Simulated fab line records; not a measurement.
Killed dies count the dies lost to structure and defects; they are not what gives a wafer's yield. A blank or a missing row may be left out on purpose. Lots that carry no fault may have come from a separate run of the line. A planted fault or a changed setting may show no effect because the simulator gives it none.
fab line records | flow n5-finfet | part 1 of 2: steps 1 to 17 of 27
[record] lots = 5 | wafers = 15 | last-day = 18
route steps=1938 shown BEOL_M11@1570
lots that met no fault: taken from a fault-free run of the same line
start-h: hours from the record's opening day to when the first of the lot's shown wafers began | wait-h: time in hours since the lot's previous step | " identical to the entry in the row above | L1.1+2: a single row standing in for several wafers | - no value, or no start was given | * or withheld: withheld | < > ~ a bound
route shown NAME@n: NAME is a module with steps in the file, n the number in the route of the first one | usual: mean/standard deviation of fault-free wafers | same: alike in all rows | chamber/n: place in a boat | sites: the reading at each site | _std_site: how widely they spread, as a standard deviation | _edge_site: mean of outer sites minus mean of inner sites | radius-mm: for every site, how far away it sits from the centre of the wafer | mask NAME#n: copy n | behind: tool/chamber where the wafer was last shaped | hold: the reason the lot was held/the length of the hold in hours/how it ended | device: names the non-switching transistor (n, p or np) | end of line: tests run on the same wafers once the route is complete | where a step has no rows: the recipe by itself | killed: dies lost to structure and defects at the first sort, not the wafer's yield | map: the dies of a wafer, with x for killed, . for not killed, _ for no die there
set.NAME: setting as actually run; set.NAME@STEP: the setting as run at that earlier step | model.NAME: the simulator's own value behind a step, which no gauge read
certain route steps with their lots: each step a table, each wafer a row
services: when a tool's chamber went out of use (start-h, in hours from the record's first day, below 0 if earlier), for how many hours, and the reason
[[steps]]
[step N5_BEOL_M11_INSPECT_30]
[recipe] mode = adi | inspect-instrument = brightfield
[usual] raw-defect-count = 382/100
lot.wafer | tool              | chamber | start-h | wait-h | raw-defect-count
L076.1    | defect-inspect-02 | -       | 233.77  | 0.0    | 295
L076.5    | "                 | -       | "       | "      | 422
L076.6    | "                 | -       | "       | "      | 454
L079.2    | defect-inspect-02 | -       | 248.71  | 0.0    | 301
L079.4    | "                 | -       | "       | "      | 524
L079.5    | "                 | -       | "       | "      | 350
L085.1    | defect-inspect-02 | -       | 301.86  | 0.0    | 267
L085.3    | "                 | -       | "       | "      | 362
L085.4    | "                 | -       | "       | "      | 367
L088.2    | defect-inspect-02 | -       | 333.35  | 0.0    | 489
L088.5    | "                 | -       | "       | "      | 588
L088.6    | "                 | -       | "       | "      | 395
L097.1    | defect-inspect-02 | -       | 381.84  | 0.0    | 512
L097.2    | "                 | -       | "       | "      | 382
L097.4    | "                 | -       | "       | "      | 450
[step N5_BEOL_M11_DESCUM_33]
[recipe] chemistry = O2 | time-s = 7.9 | source-power-w = 50 | bias-power-w = 20 | pressure-mtorr = 20 | rf-frequency-hz = 2.712e+07 | temp-c = 40 | resist = CAR-ArF | o2-flow-sccm = 225
[usual] drypump-motor-current-A = 5.8/0.6 | oes-product-au = 0.83/0.089 | rf-fwd-power-W = 49.47/0.18 | rf-vpp-V = 243.1/1.4 | showerhead-plenum-p-Torr = 2.09/0.066 | throttle-valve-pct = 20.4/0.31
lot.wafer | tool        | chamber | start-h | wait-h | drypump-motor-current-A | oes-product-au | rf-fwd-power-W | rf-hours-counter-h | rf-vpp-V | showerhead-plenum-p-Torr | throttle-valve-pct
L076.1    | rie-diel-01 | 2       | 233.80  | 0.0    | 6.1                     | 0.92           | 49.70          | 33                 | 241.7    | 2.02                     | 19.8
L076.5    | "           | 0       | "       | "      | 4.7                     | 0.87           | 49.37          | -                  | 242.9    | 2.11                     | 20.2
L076.6    | "           | 1       | "       | "      | 5.2                     | 0.70           | 49.52          | -                  | 243.0    | 2.06                     | 20.8
L079.2    | rie-diel-01 | 3       | 249.09  | 0.4    | 6.4                     | 0.84           | 49.44          | 78                 | 241.8    | 2.03                     | 20.3
L079.4    | "           | 0       | "       | "      | 4.7                     | 0.85           | 49.50          | 65                 | 244.8    | 2.11                     | 20.2
L079.5    | "           | 3       | "       | "      | 6.4                     | 0.85           | 49.67          | -                  | 241.9    | 2.03                     | 20.3
L085.1    | rie-diel-04 | 1       | 301.95  | 0.1    | 6.5                     | 0.77           | 49.41          | 136                | 243.7    | 2.10                     | 20.5
L085.3    | "           | 3       | "       | "      | 6.6                     | 0.69           | 49.39          | 225                | 242.3    | 1.99                     | 20.9
L085.4    | "           | 0       | "       | "      | 5.7                     | 0.91           | 49.60          | 25                 | 242.8    | 2.13                     | 20.6
L088.2    | rie-diel-04 | 0       | 333.94  | 0.6    | 5.7                     | 0.88           | 49.25          | 35                 | 243.6    | 2.12                     | 20.6
L088.5    | "           | 2       | "       | "      | 5.7                     | 0.83           | 49.58          | -                  | 243.9    | 2.14                     | 20.7
L088.6    | "           | 3       | "       | "      | 6.6                     | 0.68           | 49.49          | -                  | 241.8    | 1.99                     | 20.9
L097.1    | rie-diel-01 | 1       | 382.05  | 0.2    | 5.2                     | 0.95           | 49.65          | 8                  | 242.4    | 2.05                     | 20.4
L097.2    | "           | 2       | "       | "      | 6.1                     | 0.85           | 49.68          | 76                 | 241.1    | 2.01                     | 19.9
L097.4    | "           | 3       | "       | "      | 6.4                     | 0.81           | 49.48          | 112                | 240.9    | 2.02                     | 20.3
[step N5_BEOL_M11_ETCH_65]
[recipe] chemistry = CF4 | target = SiARC | target-depth-a = 390 | mask-material = CAR-ArF | time-s = 65 | ion-energy-ev = 80 | pressure-mtorr = 40 | source-w = 545 | bias-w = 36 | Ar_flow_sccm = 100 | cf4-flow-sccm = 100 | ends = cleared
[usual] drypump-motor-current-A = 5.8/0.61 | etch-rf-on-time-s = 65.2/1.8 | oes-product-au = 0.70/0.076 | rf-fwd-power-W = 539.8/2.1 | rf-vpp-V = 184.0/1 | showerhead-plenum-p-Torr = 2.14/0.065 | throttle-valve-pct = 15.61/0.23
lot.wafer | tool        | chamber | start-h | wait-h | drypump-motor-current-A | etch-rf-on-time-s | oes-product-au | rf-fwd-power-W | rf-hours-counter-h | rf-vpp-V | showerhead-plenum-p-Torr | throttle-valve-pct
L076.1    | rie-diel-01 | 2       | 233.84  | 0.0    | 6.1                     | 62.0              | 0.80           | 541.8          | 33                 | 183.4    | 2.09                     | 15.22
L076.5    | "           | 0       | "       | "      | 4.8                     | 64.1              | 0.74           | 541.4          | -                  | 184.0    | 2.17                     | 15.43
L076.6    | "           | 1       | "       | "      | 5.2                     | 64.0              | 0.60           | 537.5          | -                  | 183.3    | 2.10                     | 15.93
L079.2    | rie-diel-01 | 3       | 249.12  | 0.0    | 6.3                     | 66.3              | 0.72           | 536.2          | 78                 | 183.2    | 2.09                     | 15.47
L079.4    | "           | 0       | "       | "      | 4.8                     | 65.1              | 0.73           | 538.2          | 65                 | 184.2    | 2.17                     | 15.43
L079.5    | "           | 3       | "       | "      | 6.4                     | 66.2              | 0.71           | 540.6          | -                  | 185.3    | 2.09                     | 15.47
L085.1    | rie-diel-04 | 1       | 301.99  | 0.0    | 6.5                     | 66.0              | 0.65           | 539.4          | 136                | 184.9    | 2.15                     | 15.66
L085.3    | "           | 3       | "       | "      | 6.6                     | 67.4              | 0.58           | 540.1          | 225                | 180.6    | 2.03                     | 15.95
L085.4    | "           | 0       | "       | "      | 5.7                     | 63.0              | 0.78           | 540.3          | 25                 | 183.2    | 2.19                     | 15.80
L088.2    | rie-diel-04 | 0       | 333.97  | 0.0    | 5.7                     | 62.9              | 0.76           | 537.2          | 35                 | 184.6    | 2.19                     | 15.83
L088.5    | "           | 2       | "       | "      | 5.7                     | 67.2              | 0.68           | 540.5          | -                  | 183.5    | 2.19                     | 15.72
L088.6    | "           | 3       | "       | "      | 6.7                     | 66.6              | 0.59           | 539.9          | -                  | 182.0    | 2.02                     | 15.98
L097.1    | rie-diel-01 | 1       | 382.09  | 0.0    | 5.2                     | 63.1              | 0.82           | 539.3          | 8                  | 184.0    | 2.09                     | 15.49
L097.2    | "           | 2       | "       | "      | 6.1                     | 62.4              | 0.74           | 540.1          | 76                 | 182.2    | 2.08                     | 15.30
L097.4    | "           | 3       | "       | "      | 6.3                     | 66.3              | 0.68           | 537.9          | 112                | 183.8    | 2.08                     | 15.55
[step N5_BEOL_M11_ETCH_66]
[recipe] chemistry = N2/H2 | target = SOC | target-depth-a = 1200 | overetch-a = 240 | mask-material = SiARC | temp-c = 40 | time-s = 180 | ion-energy-ev = 200 | pressure-mtorr = 30 | source-w = 840 | bias-w = 150 | n2-flow-sccm = 200 | h2-flow-sccm = 200
[usual] drypump-motor-current-A = 5.8/0.61 | oes-product-au = 0.66/0.066 | rf-fwd-power-W = 837.1/2.4 | rf-vpp-V = 523.6/2.3 | showerhead-plenum-p-Torr = 2.54/0.073 | throttle-valve-pct = 17.83/0.27
lot.wafer | tool        | chamber | start-h | wait-h | drypump-motor-current-A | oes-product-au | rf-fwd-power-W | rf-hours-counter-h | rf-vpp-V | showerhead-plenum-p-Torr | throttle-valve-pct
L076.1    | rie-diel-01 | 2       | 233.89  | 0.0    | 6.1                     | 0.73           | 838.0          | 33                 | 522.1    | 2.50                     | 17.51
L076.5    | "           | 0       | "       | "      | 4.7                     | 0.70           | 840.5          | -                  | 525.8    | 2.57                     | 17.56
L076.6    | "           | 1       | "       | "      | 5.2                     | 0.57           | 837.9          | -                  | 524.0    | 2.51                     | 18.18
L079.2    | rie-diel-01 | 3       | 249.17  | 0.0    | 6.4                     | 0.68           | 836.0          | 78                 | 521.8    | 2.47                     | 17.69
L079.4    | "           | 0       | "       | "      | 4.7                     | 0.68           | 833.8          | 65                 | 524.5    | 2.57                     | 17.55
L079.5    | "           | 3       | "       | "      | 6.4                     | 0.68           | 840.6          | -                  | 523.0    | 2.47                     | 17.67
L085.1    | rie-diel-04 | 1       | 302.04  | 0.0    | 6.6                     | 0.62           | 838.2          | 136                | 524.3    | 2.54                     | 17.83
L085.3    | "           | 3       | "       | "      | 6.6                     | 0.57           | 838.5          | 225                | 520.4    | 2.42                     | 18.20
L085.4    | "           | 0       | "       | "      | 5.7                     | 0.72           | 837.9          | 25                 | 526.1    | 2.60                     | 18.06
L088.2    | rie-diel-04 | 0       | 334.02  | 0.0    | 5.8                     | 0.70           | 836.1          | 35                 | 524.9    | 2.60                     | 18.07
L088.5    | "           | 2       | "       | "      | 5.7                     | 0.66           | 837.4          | -                  | 525.3    | 2.60                     | 18.11
L088.6    | "           | 3       | "       | "      | 6.6                     | 0.56           | 835.8          | -                  | 519.5    | 2.41                     | 18.22
L097.1    | rie-diel-01 | 1       | 382.14  | 0.0    | 5.2                     | 0.76           | 837.7          | 8                  | 522.9    | 2.49                     | 17.78
L097.2    | "           | 2       | "       | "      | 6.1                     | 0.68           | 835.8          | 76                 | 520.5    | 2.49                     | 17.57
L097.4    | "           | 3       | "       | "      | 6.3                     | 0.66           | 838.9          | 112                | 523.1    | 2.46                     | 17.73
[step N5_BEOL_M11_STRIP_69]
[recipe] chemistry = N2/H2 | temp-c = 40 | n2-flow-sccm = 200 | h2-flow-sccm = 200 | rf-frequency-hz = 6e+07
lot.wafer  | tool        | chamber | start-h | wait-h
L076.1+5+6 | rie-diel-01 | 2,0,1   | 234.00  | 0.1
L079.2+4+5 | rie-diel-01 | 3,0,3   | 249.28  | 0.1
L085.1+3+4 | rie-diel-04 | 1,3,0   | 302.15  | 0.1
L088.2+5+6 | rie-diel-04 | 0,2,3   | 334.14  | 0.1
L097.1+2+4 | rie-diel-01 | 1,2,3   | 382.25  | 0.1
[step N5_BEOL_M11_VIA_ETCH_34]
[recipe] chemistry = C4F6/O2 | target = SiCOH_lowk | target-depth-a = 1845 | mask-material = SOC | taper-deg = 4 | time-s = 69.2 | ion-energy-ev = 250 | pressure-mtorr = 30 | source-w = 345 | bias-w = 185 | Ar_flow_sccm = 300 | C4F6_flow_sccm = 10 | O2_flow_sccm = 10
[usual] C4F6_flow_sccm = 9.999/0.029 | drypump-motor-current-A = 5.8/0.6 | oes-product-au = 0.82/0.087 | rf-fwd-power-W = 342.6/1.1 | rf-vpp-V = 673/16 | showerhead-plenum-p-Torr = 2.84/0.089 | throttle-valve-pct = 20.93/0.28
lot.wafer | tool        | chamber | start-h | wait-h | C4F6_flow_sccm | drypump-motor-current-A | oes-product-au | rf-fwd-power-W | rf-hours-counter-h | rf-vpp-V | showerhead-plenum-p-Torr | throttle-valve-pct
L076.1    | rie-diel-01 | 2       | 234.01  | 0.0    | 10.018         | 6.1                     | 0.92           | 342.9          | 33                 | 661      | 2.76                     | 20.36
L076.5    | "           | 0       | "       | "      | 9.957          | 4.8                     | 0.87           | 340.1          | -                  | 655      | 2.88                     | 20.74
L076.6    | "           | 1       | "       | "      | 10.009         | 5.2                     | 0.69           | 342.9          | -                  | 649      | 2.78                     | 21.12
L079.2    | rie-diel-01 | 3       | 249.29  | 0.0    | 9.996          | 6.4                     | 0.84           | 343.1          | 78                 | 673      | 2.80                     | 20.92
L079.4    | "           | 0       | "       | "      | 10.015         | 4.7                     | 0.86           | 341.4          | 66                 | 656      | 2.88                     | 20.74
L079.5    | "           | 3       | "       | "      | 9.936          | 6.4                     | 0.84           | 341.7          | -                  | 672      | 2.79                     | 20.92
L085.1    | rie-diel-04 | 1       | 302.16  | 0.0    | 10.016         | 6.5                     | 0.76           | 342.5          | 136                | 682      | 2.88                     | 21.08
L085.3    | "           | 3       | "       | "      | 9.958          | 6.6                     | 0.69           | 342.0          | 225                | 678      | 2.70                     | 21.24
L085.4    | "           | 0       | "       | "      | 10.020         | 5.7                     | 0.90           | 341.2          | 25                 | 664      | 2.90                     | 21.17
L088.2    | rie-diel-04 | 0       | 334.15  | 0.0    | 9.976          | 5.7                     | 0.88           | 342.6          | 35                 | 664      | 2.89                     | 21.14
L088.5    | "           | 2       | "       | "      | 10.001         | 5.7                     | 0.82           | 343.5          | -                  | 700      | 2.92                     | 21.23
L088.6    | "           | 3       | "       | "      | 10.021         | 6.6                     | 0.69           | 342.7          | -                  | 678      | 2.70                     | 21.28
L097.1    | rie-diel-01 | 1       | 382.26  | 0.0    | 10.008         | 5.2                     | 0.95           | 343.6          | 9                  | 649      | 2.77                     | 20.78
L097.2    | "           | 2       | "       | "      | 9.990          | 6.1                     | 0.86           | 342.4          | 76                 | 660      | 2.74                     | 20.44
L097.4    | "           | 3       | "       | "      | 9.991          | 6.4                     | 0.81           | 342.6          | 112                | 675      | 2.78                     | 20.95
[step N5_BEOL_M11_STRIP_73]
[recipe] chemistry = C4F6/O2 | resist = SiARC | rf-frequency-hz = 6e+07
lot.wafer  | tool        | chamber | start-h | wait-h
L076.1+5+6 | rie-diel-01 | 2,0,1   | 234.06  | 0.0
L079.2+4+5 | rie-diel-01 | 3,0,3   | 249.35  | 0.0
L085.1+3+4 | rie-diel-04 | 1,3,0   | 302.21  | 0.0
L088.2+5+6 | rie-diel-04 | 0,2,3   | 334.20  | 0.0
L097.1+2+4 | rie-diel-01 | 1,2,3   | 382.32  | 0.0
[step N5_BEOL_M11_STRIP_36]
[recipe] chemistry = N2/H2 | power-w = 450 | temp-c = 40 | pressure-mtorr = 20 | rf-frequency-hz = 6e+07 | overash-fraction = 0.3 | bias-power-w = 7 | h2-frac = 0.5 | n2-flow-sccm = 200 | h2-flow-sccm = 200
[usual] drypump-motor-current-A = 5.8/0.6 | oes-product-au = 0.83/0.089 | power-w = 449.9/1.4 | rf-vpp-V = 59.1/1.9 | showerhead-plenum-p-Torr = 2.53/0.073 | throttle-valve-pct = 23.7/0.33
lot.wafer | tool        | chamber | start-h | wait-h | drypump-motor-current-A | oes-product-au | power-w | rf-hours-counter-h | rf-vpp-V | showerhead-plenum-p-Torr | throttle-valve-pct
L076.1    | rie-diel-01 | 2       | 234.07  | 0.0    | 6.1                     | 0.92           | 447.8   | 33                 | 61.5     | 2.50                     | 23.3
L076.5    | "           | 0       | "       | "      | 4.8                     | 0.87           | 448.4   | -                  | 61.8     | 2.56                     | 23.4
L076.6    | "           | 1       | "       | "      | 5.2                     | 0.70           | 451.7   | -                  | 61.0     | 2.50                     | 23.9
L079.2    | rie-diel-01 | 3       | 249.36  | 0.0    | 6.4                     | 0.86           | 448.4   | 78                 | 60.4     | 2.47                     | 23.6
L079.4    | "           | 0       | "       | "      | 4.7                     | 0.86           | 449.7   | 66                 | 60.8     | 2.56                     | 23.4
L079.5    | "           | 3       | "       | "      | 6.4                     | 0.84           | 449.9   | -                  | 59.5     | 2.47                     | 23.5
L085.1    | rie-diel-04 | 1       | 302.22  | 0.0    | 6.5                     | 0.77           | 451.4   | 136                | 57.8     | 2.53                     | 23.7
L085.3    | "           | 3       | "       | "      | 6.6                     | 0.69           | 451.3   | 225                | 56.9     | 2.41                     | 24.0
L085.4    | "           | 0       | "       | "      | 5.7                     | 0.89           | 452.8   | 25                 | 57.5     | 2.60                     | 23.9
L088.2    | rie-diel-04 | 0       | 334.21  | 0.0    | 5.7                     | 0.88           | 450.5   | 35                 | 60.6     | 2.60                     | 23.9
L088.5    | "           | 2       | "       | "      | 5.7                     | 0.82           | 447.8   | -                  | 60.5     | 2.59                     | 24.2
L088.6    | "           | 3       | "       | "      | 6.7                     | 0.69           | 448.3   | -                  | 57.7     | 2.41                     | 23.9
L097.1    | rie-diel-01 | 1       | 382.33  | 0.0    | 5.2                     | 0.95           | 448.9   | 9                  | 55.2     | 2.49                     | 23.7
L097.2    | "           | 2       | "       | "      | 6.1                     | 0.86           | 452.8   | 76                 | 58.2     | 2.48                     | 23.3
L097.4    | "           | 3       | "       | "      | 6.4                     | 0.82           | 449.3   | 112                | 56.0     | 2.46                     | 23.6
[step N5_BEOL_M11_TRENCH_ETCH_37]
[recipe] chemistry = C4F6/O2 | target-depth-a = 1488.3 | target = SiCOH_lowk | time-s = 48 | ion-energy-ev = 250 | pressure-mtorr = 30 | source-w = 345 | bias-w = 185 | Ar_flow_sccm = 300 | C4F6_flow_sccm = 10 | O2_flow_sccm = 10
[usual] C4F6_flow_sccm = 10.00/0.032 | drypump-motor-current-A = 5.8/0.6 | oes-product-au = 0.82/0.087 | rf-fwd-power-W = 342.2/1.1 | rf-vpp-V = 673/16 | showerhead-plenum-p-Torr = 2.84/0.089 | throttle-valve-pct = 20.96/0.28
lot.wafer | tool        | chamber | start-h | wait-h | C4F6_flow_sccm | drypump-motor-current-A | oes-product-au | rf-fwd-power-W | rf-hours-counter-h | rf-vpp-V | showerhead-plenum-p-Torr | throttle-valve-pct
L076.1    | rie-diel-01 | 2       | -       | -      | 10.00          | 6.1                     | 0.93           | 342.4          | 33                 | 661      | 2.76                     | 20.39
L076.5    | "           | 0       | "       | "      | 9.99           | 4.7                     | 0.87           | 343.3          | -                  | 654      | 2.88                     | 20.77
L076.6    | "           | 1       | "       | "      | 10.01          | 5.2                     | 0.70           | 342.2          | -                  | 649      | 2.78                     | 21.17
L079.2    | rie-diel-01 | 3       | -       | -      | 10.03          | 6.4                     | 0.84           | 343.0          | 78                 | 675      | 2.79                     | 20.94
L079.4    | "           | 0       | "       | "      | 9.95           | 4.7                     | 0.87           | 342.1          | 66                 | 655      | 2.88                     | 20.76
L079.5    | "           | 3       | "       | "      | 10.01          | 6.3                     | 0.85           | 342.3          | -                  | 675      | 2.79                     | 20.94
L085.1    | rie-diel-04 | 1       | -       | -      | 10.00          | 6.5                     | 0.77           | 341.8          | 136                | 682      | 2.88                     | 21.12
L085.3    | "           | 3       | "       | "      | 10.00          | 6.6                     | 0.69           | 344.3          | 225                | 678      | 2.70                     | 21.28
L085.4    | "           | 0       | "       | "      | 9.96           | 5.7                     | 0.91           | 343.0          | 25                 | 663      | 2.90                     | 21.16
L088.2    | rie-diel-04 | 0       | -       | -      | 10.03          | 5.7                     | 0.88           | 339.9          | 35                 | 665      | 2.89                     | 21.18
L088.5    | "           | 2       | "       | "      | 9.92           | 5.7                     | 0.82           | 341.0          | -                  | 699      | 2.92                     | 21.23
L088.6    | "           | 3       | "       | "      | 10.03          | 6.6                     | 0.69           | 342.5          | -                  | 677      | 2.70                     | 21.29
L097.1    | rie-diel-01 | 1       | -       | -      | 9.97           | 5.2                     | 0.97           | 342.9          | 9                  | 647      | 2.77                     | 20.82
L097.2    | "           | 2       | "       | "      | 9.98           | 6.1                     | 0.87           | 341.8          | 76                 | 661      | 2.74                     | 20.45
L097.4    | "           | 3       | "       | "      | 9.99           | 6.4                     | 0.81           | 340.5          | 112                | 674      | 2.78                     | 20.99
[step N5_BEOL_M11_ETCH_41]
[recipe] chemistry = CH3F/O2 | target = SiCN | target-depth-a = 426 | taper-deg = 2 | time-s = 86 | ion-energy-ev = 120 | mask-material = TiN | pressure-mtorr = 30 | source-w = 395 | bias-w = 75 | Ar_flow_sccm = 150 | CH3F_flow_sccm = 30 | O2_flow_sccm = 20
[usual] drypump-motor-current-A = 5.8/0.6 | oes-product-au = 0.82/0.088 | rf-fwd-power-W = 392.7/1.4 | rf-vpp-V = 297.2/1.5 | showerhead-plenum-p-Torr = 2.00/0.064 | throttle-valve-pct = 16.32/0.26
lot.wafer | tool        | chamber | start-h | wait-h | drypump-motor-current-A | oes-product-au | rf-fwd-power-W | rf-hours-counter-h | rf-vpp-V | showerhead-plenum-p-Torr | throttle-valve-pct
L076.1    | rie-diel-01 | 2       | -       | -      | 6.1                     | 0.93           | 394.7          | 33                 | 296.5    | 1.94                     | 15.82
L076.5    | "           | 0       | "       | "      | 4.8                     | 0.87           | 393.8          | -                  | 297.6    | 2.02                     | 16.13
L076.6    | "           | 1       | "       | "      | 5.2                     | 0.70           | 394.2          | -                  | 297.5    | 1.96                     | 16.62
L079.2    | rie-diel-01 | 3       | -       | -      | 6.4                     | 0.85           | 393.0          | 78                 | 295.7    | 1.96                     | 16.26
L079.4    | "           | 0       | "       | "      | 4.8                     | 0.86           | 391.4          | 66                 | 297.0    | 2.02                     | 16.13
L079.5    | "           | 3       | "       | "      | 6.4                     | 0.84           | 392.1          | -                  | 295.5    | 1.96                     | 16.27
L085.1    | rie-diel-04 | 1       | -       | -      | 6.5                     | 0.76           | 395.3          | 136                | 298.4    | 2.02                     | 16.43
L085.3    | "           | 3       | "       | "      | 6.6                     | 0.69           | 392.9          | 225                | 295.7    | 1.89                     | 16.69
L085.4    | "           | 0       | "       | "      | 5.7                     | 0.91           | 390.5          | 25                 | 298.0    | 2.04                     | 16.51
L088.2    | rie-diel-04 | 0       | -       | -      | 5.7                     | 0.88           | 394.0          | 35                 | 297.8    | 2.04                     | 16.49
L088.5    | "           | 2       | "       | "      | 5.7                     | 0.81           | 393.2          | -                  | 296.5    | 2.05                     | 16.48
L088.6    | "           | 3       | "       | "      | 6.6                     | 0.68           | 392.1          | -                  | 294.7    | 1.89                     | 16.73
L097.1    | rie-diel-01 | 1       | -       | -      | 5.2                     | 0.95           | 394.0          | 9                  | 297.4    | 1.95                     | 16.21
L097.2    | "           | 2       | "       | "      | 6.1                     | 0.86           | 392.9          | 76                 | 296.9    | 1.93                     | 15.90
L097.4    | "           | 3       | "       | "      | 6.4                     | 0.81           | 390.9          | 112                | 294.4    | 1.95                     | 16.34
[step N5_BEOL_M11_STRIP_77]
[recipe] chemistry = N2/H2 | time-s = 10 | power-w = 450 | temp-c = 40 | pressure-mtorr = 20 | rf-frequency-hz = 6e+07 | bias-power-w = 7 | n2-flow-sccm = 200 | h2-flow-sccm = 200
[usual] drypump-motor-current-A = 5.8/0.6 | oes-product-au = 0.83/0.089 | rf-vpp-V = 59.2/0.88 | showerhead-plenum-p-Torr = 2.53/0.073 | throttle-valve-pct = 23.7/0.33
lot.wafer | tool        | chamber | start-h | wait-h | drypump-motor-current-A | oes-product-au | rf-hours-counter-h | rf-vpp-V | showerhead-plenum-p-Torr | throttle-valve-pct
L076.1    | rie-diel-01 | 2       | -       | -      | 6.2                     | 0.93           | 33                 | 58.8     | 2.50                     | 23.3
L076.5    | "           | 0       | "       | "      | 4.7                     | 0.87           | -                  | 59.2     | 2.56                     | 23.4
L076.6    | "           | 1       | "       | "      | 5.2                     | 0.70           | -                  | 60.2     | 2.50                     | 23.9
L079.2    | rie-diel-01 | 3       | -       | -      | 6.4                     | 0.85           | 78                 | 58.6     | 2.47                     | 23.5
L079.4    | "           | 0       | "       | "      | 4.8                     | 0.85           | 66                 | 57.6     | 2.56                     | 23.4
L079.5    | "           | 3       | "       | "      | 6.3                     | 0.86           | -                  | 59.5     | 2.47                     | 23.5
L085.1    | rie-diel-04 | 1       | -       | -      | 6.5                     | 0.77           | 136                | 60.5     | 2.53                     | 23.8
L085.3    | "           | 3       | "       | "      | 6.6                     | 0.69           | 225                | 59.1     | 2.41                     | 24.0
L085.4    | "           | 0       | "       | "      | 5.7                     | 0.90           | 25                 | 59.6     | 2.60                     | 23.9
L088.2    | rie-diel-04 | 0       | -       | -      | 5.7                     | 0.88           | 35                 | 58.3     | 2.60                     | 23.9
L088.5    | "           | 2       | "       | "      | 5.7                     | 0.81           | -                  | 60.4     | 2.59                     | 24.2
L088.6    | "           | 3       | "       | "      | 6.6                     | 0.69           | -                  | 58.0     | 2.41                     | 23.9
L097.1    | rie-diel-01 | 1       | -       | -      | 5.2                     | 0.96           | 9                  | 57.9     | 2.49                     | 23.6
L097.2    | "           | 2       | "       | "      | 6.1                     | 0.86           | 76                 | 58.8     | 2.48                     | 23.3
L097.4    | "           | 3       | "       | "      | 6.4                     | 0.81           | 112                | 58.1     | 2.46                     | 23.6
[step N5_BEOL_M11_OCD_MEAS_38]
[usual] trench-depth-nm = 149.4/2.9
lot.wafer | tool   | chamber | start-h | wait-h | trench-depth-nm
L076.1    | ocd-02 | -       | 234.30  | -      | 155.0
L076.5    | "      | -       | "       | "      | 150.9
L076.6    | "      | -       | "       | "      | 148.2
L079.2    | ocd-02 | -       | 249.58  | -      | 149.6
L079.4    | "      | -       | "       | "      | 150.1
L079.5    | "      | -       | "       | "      | 150.1
L085.1    | ocd-01 | -       | 302.44  | -      | 150.3
L085.3    | "      | -       | "       | "      | 145.1
L085.4    | "      | -       | "       | "      | 154.2
L088.2    | ocd-01 | -       | 334.44  | -      | 151.9
L088.5    | "      | -       | "       | "      | 147.7
L088.6    | "      | -       | "       | "      | 145.7
L097.1    | ocd-01 | -       | 382.55  | -      | 155.0
L097.2    | "      | -       | "       | "      | 155.9
L097.4    | "      | -       | "       | "      | 149.6
[step N5_BEOL_M11_HM_STRIP_39]
[recipe] chemistry = peroxide-tin-strip | material = TiN | target-depth-a = 250 | temp-c = 50 | time-s = 158
lot.wafer  | tool         | chamber | start-h | wait-h
L076.1+5+6 | wet-bench-03 | 4,3,2   | 234.33  | 0.0
L079.2+4+5 | wet-bench-06 | 4,7,6   | 249.61  | 0.0
L085.1+3+4 | wet-bench-06 | 7,4,6   | 302.48  | 0.0
L088.2+5+6 | wet-bench-02 | 1,3,5   | 334.47  | 0.0
L097.1+2+4 | wet-bench-03 | 5,3,4   | 382.58  | 0.0
[step N5_BEOL_M11_SRD_40]
[recipe] time-s = 30 | temp-c = 23 | rinse-liquid = diw | dry = ipa-marangoni
lot.wafer  | tool         | chamber | start-h | wait-h
L076.1+5+6 | wet-bench-03 | 4,3,2   | 234.38  | 0.0
L079.2+4+5 | wet-bench-06 | 4,7,6   | 249.66  | 0.0
L085.1+3+4 | wet-bench-06 | 7,4,6   | 302.52  | 0.0
L088.2+5+6 | wet-bench-02 | 1,3,5   | 334.57  | 0.0
L097.1+2+4 | wet-bench-03 | 5,3,4   | 382.63  | 0.0
[step N5_BEOL_M11_PRECLEAN_42]
[recipe] chemistry = residue-remover | time-s = 60 | temp-c = 40
lot.wafer  | tool         | chamber | start-h | wait-h
L076.1+5+6 | wet-bench-03 | 4,3,2   | 234.39  | 0.0
L079.2+4+5 | wet-bench-06 | 4,7,6   | 249.68  | 0.0
L085.1+3+4 | wet-bench-06 | 7,4,6   | 302.54  | 0.0
L088.2+5+6 | wet-bench-02 | 1,3,5   | 334.60  | 0.0
L097.1+2+4 | wet-bench-03 | 5,3,4   | 382.64  | 0.0
[step N5_BEOL_M11_SRD_43]
[recipe] time-s = 30 | temp-c = 23 | rinse-liquid = diw | dry = ipa-marangoni
lot.wafer  | tool         | chamber | start-h | wait-h
L076.1+5+6 | wet-bench-03 | 4,3,2   | 234.41  | 0.0
L079.2+4+5 | wet-bench-06 | 4,7,6   | 249.70  | 0.0
L085.1+3+4 | wet-bench-06 | 7,4,6   | 302.56  | 0.0
L088.2+5+6 | wet-bench-02 | 1,3,5   | 334.63  | 0.0
L097.1+2+4 | wet-bench-03 | 5,3,4   | 382.66  | 0.0
[step N5_BEOL_M11_CD_MEAS_35]
[recipe] target-cd-nm = 70 | polarity = opening
[usual] cd-nm = 70.1/0.65
lot.wafer | tool      | chamber | start-h | wait-h | cd-nm
L076.1    | cd-sem-03 | -       | 234.45  | 0.0    | 69.5
L076.5    | "         | -       | "       | "      | 69.0
L076.6    | "         | -       | "       | "      | 69.8
L079.2    | cd-sem-01 | -       | 249.74  | 0.0    | 71.4
L079.4    | "         | -       | "       | "      | 71.2
L079.5    | "         | -       | "       | "      | 70.1
L085.1    | cd-sem-01 | -       | 302.60  | 0.0    | 70.1
L085.3    | "         | -       | "       | "      | 70.9
L085.4    | "         | -       | "       | "      | 70.7
L088.2    | cd-sem-01 | -       | 334.69  | 0.0    | 69.6
L088.5    | "         | -       | "       | "      | 69.2
L088.6    | "         | -       | "       | "      | 69.5
L097.1    | cd-sem-02 | -       | 382.70  | 0.0    | 70.3
L097.2    | "         | -       | "       | "      | 69.5
L097.4    | "         | -       | "       | "      | 70.3
